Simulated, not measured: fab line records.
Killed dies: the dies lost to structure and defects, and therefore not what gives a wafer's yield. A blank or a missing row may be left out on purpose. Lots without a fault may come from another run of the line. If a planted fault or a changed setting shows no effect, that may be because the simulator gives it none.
Which tool was responsible?	flow n5Finfet	Sampling: 24 lots, 72 wafers, 6 of 1938 route steps

== WHAT THE GAUGES READ, wafer by wafer ==
N5_BEOL_M5_RS_MEAS_57: the measuring method here is four-point-probe.
lot	measured	on	M5_RS (ohm/sq)
L074	day 8 12:34	filmMetro-01	0.376 0.381 0.384
L075	day 8 17:56	filmMetro-02	0.376 0.365 0.371
L077	day 9 02:20	filmMetro-01	0.387 0.381 0.387
L078	day 9 05:04	filmMetro-01	0.400 0.404 0.372
L079	day 9 13:14	filmMetro-01	0.377 0.385 0.394
L080	day 9 20:05	filmMetro-02	0.386 0.395 0.394
L081	day 9 21:16	filmMetro-02	0.383 0.382 0.423
L082	day 10 05:14	filmMetro-01	0.368 0.363 0.361
L083	day 10 17:29	filmMetro-01	0.376 0.388 0.387
L084	day 11 02:27	filmMetro-01	0.382 0.364 0.363
L085	day 11 09:09	filmMetro-02	0.367 0.394 0.367
L086	day 11 12:38	filmMetro-02	0.375 0.371 0.394
L087	day 12 01:17	filmMetro-02	0.374 0.418 0.366
L090	day 12 06:33	filmMetro-01	0.382 0.390 0.389
L088	day 12 06:37	filmMetro-02	0.397 0.423 0.372
L089	day 12 07:40	filmMetro-01	0.415 0.426 0.374
L091	day 13 00:33	filmMetro-02	0.388 0.386 0.392
L092	day 13 06:39	filmMetro-01	0.384 0.373 0.381
L093	day 13 09:28	filmMetro-01	0.414 0.389 0.393
L094	day 14 07:31	filmMetro-02	0.376 0.395 0.364
L076	day 14 08:41	filmMetro-02	0.369 0.387 0.364
L095	day 14 11:41	filmMetro-01	0.398 0.374 0.384
L097	day 15 05:14	filmMetro-02	0.366 0.374 0.363
L096	day 15 20:15	filmMetro-02	0.391 0.365 0.388

== TOOL THAT RAN EACH LOT (tool first, then ch and the chambers of the sampled wafers, then the start) ==
lot	N5_BEOL_M5_TRENCH_ETCH_37	N5_BEOL_M5_ETCH_41	N5_BEOL_M5_CURE_80	N5_BEOL_M5_ALD_86	N5_BEOL_M5_SPUTTER_81
L074	rieDiel-02 ch 2,3, day 8 05:32 or earlier	rieDiel-02 ch 2,3, day 8 05:32 or earlier	uvCure-01 ch 2, day 8 05:32	aldMetal-03 ch 0,2,3, day 8 06:36	pvdSputter-01, day 8 08:14
L075	rieDiel-02 ch 0,1, day 8 11:21 or earlier	rieDiel-02 ch 0,1, day 8 11:21 or earlier	uvCure-01 ch 0, day 8 11:21	aldMetal-01 ch 0,2,3, day 8 11:45	pvdSputter-01, day 8 13:37
L077	rieDiel-02 ch 1,2,3, day 8 19:44 or earlier	rieDiel-02 ch 1,2,3, day 8 19:44 or earlier	uvCure-03 ch 2, day 8 19:44	aldMetal-03 ch 1,2,3, day 8 20:11	pvdSputter-01, day 8 21:53
L078	rieDiel-04 ch 0,2,3, day 8 22:19 or earlier	rieDiel-04 ch 0,2,3, day 8 22:19 or earlier	uvCure-02 ch 1, day 8 22:19	aldMetal-04 ch 0,2,3, day 8 23:02	pvdSputter-02, day 9 00:36
L079	rieDiel-05 ch 1,3, day 9 04:57 or earlier	rieDiel-05 ch 1,3, day 9 04:57 or earlier	uvCure-03 ch 0, day 9 04:57	aldMetal-04 ch 2,3, day 9 05:55	pvdSputter-02, day 9 07:44
L080	rieDiel-05 ch 2,3, day 9 12:52 or earlier	rieDiel-05 ch 2,3, day 9 12:52 or earlier	uvCure-01 ch 1, day 9 12:52	aldMetal-01 ch 1,2,3, day 9 14:09	pvdSputter-02, day 9 15:43
L081	rieDiel-04 ch 0,1,3, day 9 14:19 or earlier	rieDiel-04 ch 0,1,3, day 9 14:19 or earlier	uvCure-01 ch 1, day 9 14:19	aldMetal-01 ch 2,3, day 9 14:38	pvdSputter-03, day 9 16:17
L082	rieDiel-02 ch 1,2, day 9 22:34 or earlier	rieDiel-02 ch 1,2, day 9 22:34 or earlier	uvCure-02 ch 1, day 9 22:34	aldMetal-03 ch 0,2,3, day 9 22:59	pvdSputter-01, day 10 00:35
L083	rieDiel-04 ch 0,2,3, day 10 10:07 or earlier	rieDiel-04 ch 0,2,3, day 10 10:07 or earlier	uvCure-01 ch 1, day 10 10:07	aldMetal-03 ch 1,2, day 10 11:16	pvdSputter-01, day 10 13:00
L084	rieDiel-02 ch 0,3, day 10 17:03 or earlier	rieDiel-02 ch 0,3, day 10 17:03 or earlier	uvCure-01 ch 0, day 10 17:03	aldMetal-03 ch 0,1,2, day 10 19:47	pvdSputter-03, day 10 21:48
L085	rieDiel-04 ch 2,3, day 11 01:08 or earlier	rieDiel-04 ch 2,3, day 11 01:08 or earlier	uvCure-03 ch 2, day 11 01:08	aldMetal-03 ch 0,2,3, day 11 01:35	pvdSputter-02, day 11 04:50
L086	rieDiel-04 ch 0,1,2, day 11 04:32 or earlier	rieDiel-04 ch 0,1,2, day 11 04:32 or earlier	uvCure-02 ch 0, day 11 04:32	aldMetal-01 ch 0,1,3, day 11 05:10	pvdSputter-01, day 11 08:05
L087	rieDiel-04 ch 0,1,2, day 11 11:23 or earlier	rieDiel-04 ch 0,1,2, day 11 11:23 or earlier	uvCure-02 ch 2, day 11 11:23	aldMetal-03 ch 0,1,3, day 11 11:49	pvdSputter-01, day 11 13:26
L090	rieDiel-05 ch 0,1,2, day 12 00:10 or earlier	rieDiel-05 ch 0,1,2, day 12 00:10 or earlier	uvCure-03 ch 2, day 12 00:10	aldMetal-04 ch 1,2, day 12 00:35	pvdSputter-03, day 12 02:14
L088	rieDiel-04 ch 0,1,2, day 12 00:13 or earlier	rieDiel-04 ch 0,1,2, day 12 00:13 or earlier	uvCure-01 ch 2, day 12 00:13	aldMetal-01 ch 0,1,3, day 12 00:38	pvdSputter-02, day 12 02:19
L089	rieDiel-04 ch 1,2, day 12 00:36 or earlier	rieDiel-04 ch 1,2, day 12 00:36 or earlier	uvCure-02 ch 2, day 12 00:36	aldMetal-01 ch 0,1, day 12 01:10	pvdSputter-01, day 12 03:10
L091	rieDiel-05 ch 1,2,3, day 12 17:48 or earlier	rieDiel-05 ch 1,2,3, day 12 17:48 or earlier	uvCure-01 ch 2, day 12 17:48	aldMetal-03 ch 1,2,3, day 12 18:20	pvdSputter-02, day 12 19:52
L092	rieDiel-02 ch 1,2,3, day 13 00:15 or earlier	rieDiel-02 ch 1,2,3, day 13 00:15 or earlier	uvCure-01 ch 0, day 13 00:15	aldMetal-03 ch 1,2,3, day 13 00:37	pvdSputter-01, day 13 02:16
L093	rieDiel-04 ch 0,1, day 13 00:33 or earlier	rieDiel-04 ch 0,1, day 13 00:33 or earlier	uvCure-01 ch 2, day 13 00:33	aldMetal-04 ch 0,1,3, day 13 01:12	pvdSputter-02, day 13 05:05
L094	rieDiel-02 ch 0,2,3, day 13 23:35 or earlier	rieDiel-02 ch 0,2,3, day 13 23:35 or earlier	uvCure-01 ch 1, day 13 23:35	aldMetal-04 ch 0,1,3, day 14 01:30	pvdSputter-02, day 14 03:12
L076	rieDiel-02 ch 0,2,3, day 14 01:52 or earlier	rieDiel-02 ch 0,2,3, day 14 01:52 or earlier	uvCure-01 ch 0, day 14 01:52	aldMetal-01 ch 1,3, day 14 02:19	pvdSputter-01, day 14 04:05
L095	rieDiel-05 ch 0,2, day 14 04:07 or earlier	rieDiel-05 ch 0,2, day 14 04:07 or earlier	uvCure-01 ch 0, day 14 04:07	aldMetal-03 ch 1,3, day 14 05:22	pvdSputter-03, day 14 07:21
L097	rieDiel-02 ch 2,3, day 14 22:23 or earlier	rieDiel-02 ch 2,3, day 14 22:23 or earlier	uvCure-03 ch 2, day 14 22:23	aldMetal-03 ch 1,2,3, day 14 23:05	pvdSputter-01, day 15 00:52
L096	rieDiel-05 ch 0,1,2, day 15 13:17 or earlier	rieDiel-05 ch 0,1,2, day 15 13:17 or earlier	uvCure-01 ch 0, day 15 13:17	aldMetal-04 ch 0,2,3, day 15 14:15	pvdSputter-01, day 15 15:56
- N5_BEOL_M5_TRENCH_ETCH_37: etches SiCOH lowk in C4F6/O2, target depth 71.652 nm, time 24.7 s.
- N5_BEOL_M5_ETCH_41: etches SiCN in CH3F/O2, target depth 31.5 nm, time 56.7 s.
- N5_BEOL_M5_CURE_80: cures SiCOH lowk, time 120 s.
- N5_BEOL_M5_ALD_86: deposits TaN, pulse time 2 s, purge time 3 s, co reactant purge time 2 s.
- N5_BEOL_M5_SPUTTER_81: material Cu, target thk 15 nm, time 27.62 s.

== AS READ BY THE TOOLS THEMSELVES (means over the sampled wafers that have a number; for cases with no such wafer, the mark the record gives instead) ==
N5_BEOL_M5_TRENCH_ETCH_37.
lot	tool	drypumpMotorCurrentA (A)	oesProductAu (a.u.)	rfVppV (V)	showerheadPlenumPTorr (Torr)	throttleValvePct (%)
L074	rieDiel-02	5.7	0.87	670	3.02	20.94
L075	rieDiel-02	5.8	0.83	662	2.89	21.19
L077	rieDiel-02	5.8	0.85	673	2.97	21.06
L078	rieDiel-04	5.3	0.78	682	2.89	21.00
L079	rieDiel-05	5.9	0.78	671	2.82	21.00
L080	rieDiel-05	5.6	0.74	646	2.72	21.02
L081	rieDiel-04	5.3	0.71	680	2.90	20.98
L082	rieDiel-02	5.8	0.79	686	2.94	21.09
L083	rieDiel-04	5.2	0.76	683	2.89	21.03
L084	rieDiel-02	5.7	0.85	657	2.99	21.02
L085	rieDiel-04	5.1	0.82	681	2.88	21.14
L086	rieDiel-04	5.2	0.78	684	2.94	20.97
L087	rieDiel-04	5.2	0.78	683	2.94	20.98
L090	rieDiel-05	5.6	0.81	663	2.82	21.09
L088	rieDiel-04	5.2	0.77	683	2.93	20.99
L089	rieDiel-04	5.0	0.78	681	2.94	21.06
L091	rieDiel-05	5.7	0.74	658	2.76	21.05
L092	rieDiel-02	5.9	0.82	673	2.96	21.11
L093	rieDiel-04	5.3	0.72	685	2.94	20.89
L094	rieDiel-02	5.6	0.79	671	2.95	21.06
L076	rieDiel-02	5.6	0.79	670	2.95	21.06
L095	rieDiel-05	5.4	0.76	651	2.76	21.13
L097	rieDiel-02	5.7	0.81	670	3.00	21.00
L096	rieDiel-05	5.6	0.78	661	2.81	21.13

N5_BEOL_M5_ETCH_41.
lot	tool	drypumpMotorCurrentA (A)	oesProductAu (a.u.)	rfVppV (V)	showerheadPlenumPTorr (Torr)	throttleValvePct (%)
L074	rieDiel-02	5.7	0.88	299.4	2.13	16.27
L075	rieDiel-02	5.7	0.82	298.6	2.03	16.51
L077	rieDiel-02	5.8	0.86	298.8	2.09	16.40
L078	rieDiel-04	5.2	0.78	298.1	2.03	16.41
L079	rieDiel-05	5.9	0.78	297.1	1.98	16.38
L080	rieDiel-05	5.5	0.74	295.3	1.91	16.46
L081	rieDiel-04	5.3	0.70	297.9	2.04	16.41
L082	rieDiel-02	5.8	0.79	298.3	2.07	16.45
L083	rieDiel-04	5.2	0.76	297.3	2.03	16.42
L084	rieDiel-02	5.6	0.86	299.9	2.10	16.33
L085	rieDiel-04	5.1	0.81	297.1	2.02	16.51
L086	rieDiel-04	5.1	0.78	299.1	2.07	16.35
L087	rieDiel-04	5.1	0.78	298.7	2.07	16.36
L090	rieDiel-05	5.6	0.81	297.2	1.98	16.47
L088	rieDiel-04	5.2	0.77	298.1	2.07	16.36
L089	rieDiel-04	5.0	0.77	299.2	2.07	16.42
L091	rieDiel-05	5.7	0.75	295.8	1.94	16.47
L092	rieDiel-02	5.8	0.82	298.5	2.08	16.44
L093	rieDiel-04	5.3	0.71	298.6	2.07	16.31
L094	rieDiel-02	5.7	0.78	298.6	2.08	16.42
L076	rieDiel-02	5.7	0.78	298.7	2.08	16.42
L095	rieDiel-05	5.5	0.77	296.3	1.94	16.52
L097	rieDiel-02	5.7	0.82	299.5	2.11	16.36
L096	rieDiel-05	5.6	0.78	296.4	1.98	16.51

N5_BEOL_M5_CURE_80.
lot	tool	lampPowerPct (%)	wafer_temp_C_max
L074	uvCure-01	52.26	371.2
L075	uvCure-01	52.32	372.1
L077	uvCure-03	52.24	372.5
L078	uvCure-02	52.34	372.8
L079	uvCure-03	52.31	373.5
L080	uvCure-01	52.28	371.1
L081	uvCure-01	52.35	370.8
L082	uvCure-02	52.28	372.4
L083	uvCure-01	52.29	371.1
L084	uvCure-01	52.32	371.5
L085	uvCure-03	52.34	372.1
L086	uvCure-02	52.30	372.6
L087	uvCure-02	52.34	371.6
L090	uvCure-03	52.30	372.4
L088	uvCure-01	52.29	371.3
L089	uvCure-02	52.30	371.5
L091	uvCure-01	52.33	371.2
L092	uvCure-01	52.27	371.8
L093	uvCure-01	52.30	371.3
L094	uvCure-01	52.31	371.0
L076	uvCure-01	52.28	371.8
L095	uvCure-01	52.34	371.8
L097	uvCure-03	52.29	372.5
L096	uvCure-01	52.24	371.7

N5_BEOL_M5_ALD_86.
lot	tool	heaterPowerOuterW (W)	heaterPowerW (W)	precursorVesselPressureTorr (Torr)	precursorVesselTempC (C)
L074	aldMetal-03	232	409	26.25	75.03
L075	aldMetal-01	227	421	26.25	74.92
L077	aldMetal-03	233	437	26.25	74.94
L078	aldMetal-04	238	423	26.26	74.94
L079	aldMetal-04	218	391	26.26	75.02
L080	aldMetal-01	215	406	26.30	74.96
L081	aldMetal-01	221	407	26.25	74.94
L082	aldMetal-03	231	409	26.27	74.89
L083	aldMetal-03	237	453	26.28	75.14
L084	aldMetal-03	230	422	26.23	74.95
L085	aldMetal-03	233	413	26.22	74.95
L086	aldMetal-01	222	426	26.26	74.94
L087	aldMetal-03	232	414	26.22	75.01
L090	aldMetal-04	259	455	26.22	74.97
L088	aldMetal-01	220	426	26.21	75.10
L089	aldMetal-01	228	436	26.24	75.11
L091	aldMetal-03	239	430	26.23	74.95
L092	aldMetal-03	237	428	26.24	75.05
L093	aldMetal-04	242	419	26.25	75.06
L094	aldMetal-04	238	420	26.27	74.99
L076	aldMetal-01	217	413	26.27	74.97
L095	aldMetal-03	239	419	26.24	75.21
L097	aldMetal-03	237	451	26.23	74.97
L096	aldMetal-04	235	429	26.23	75.01

N5_BEOL_M5_SPUTTER_81.
lot	tool	throttleValvePct (%)
L074	pvdSputter-01	29.5
L075	pvdSputter-01	29.8
L077	pvdSputter-01	29.7
L078	pvdSputter-02	30.4
L079	pvdSputter-02	29.6
L080	pvdSputter-02	29.6
L081	pvdSputter-03	28.1
L082	pvdSputter-01	29.7
L083	pvdSputter-01	29.2
L084	pvdSputter-03	27.9
L085	pvdSputter-02	30.4
L086	pvdSputter-01	30.0
L087	pvdSputter-01	30.1
L090	pvdSputter-03	30.3
L088	pvdSputter-02	29.8
L089	pvdSputter-01	29.1
L091	pvdSputter-02	30.4
L092	pvdSputter-01	29.9
L093	pvdSputter-02	29.7
L094	pvdSputter-02	29.6
L076	pvdSputter-01	30.0
L095	pvdSputter-03	27.6
L097	pvdSputter-01	29.9
L096	pvdSputter-01	28.9

== THE ANSWER, worked out from the rows above alone ==
Rule: usual is defined by the lots themselves. The widest of any qualifying gaps counts: lots, ordered by their means at a reading, are off when they make up no more than a third of the lots, leave a main group of 4 or more, and stand apart from it by 3 or more times the standard deviation of that group's means. If all means in a main group match to the digits the tables above print for the reading, that group is not used. Also off: a lot with no number at a reading for which 4 or more lots have one. The other lots that the step has rows for count as sound. The gauges are gone through in route order, then the tools' own readings, and for those a lot's mean is taken as printed above. At the first step where some lot is off, the reading lying furthest off is the one used; lots without a number count as furthest.
No lot is off on any of the readings shown, so nothing can be concluded from this.

== WHAT THE SIMULATOR PUT IN ==
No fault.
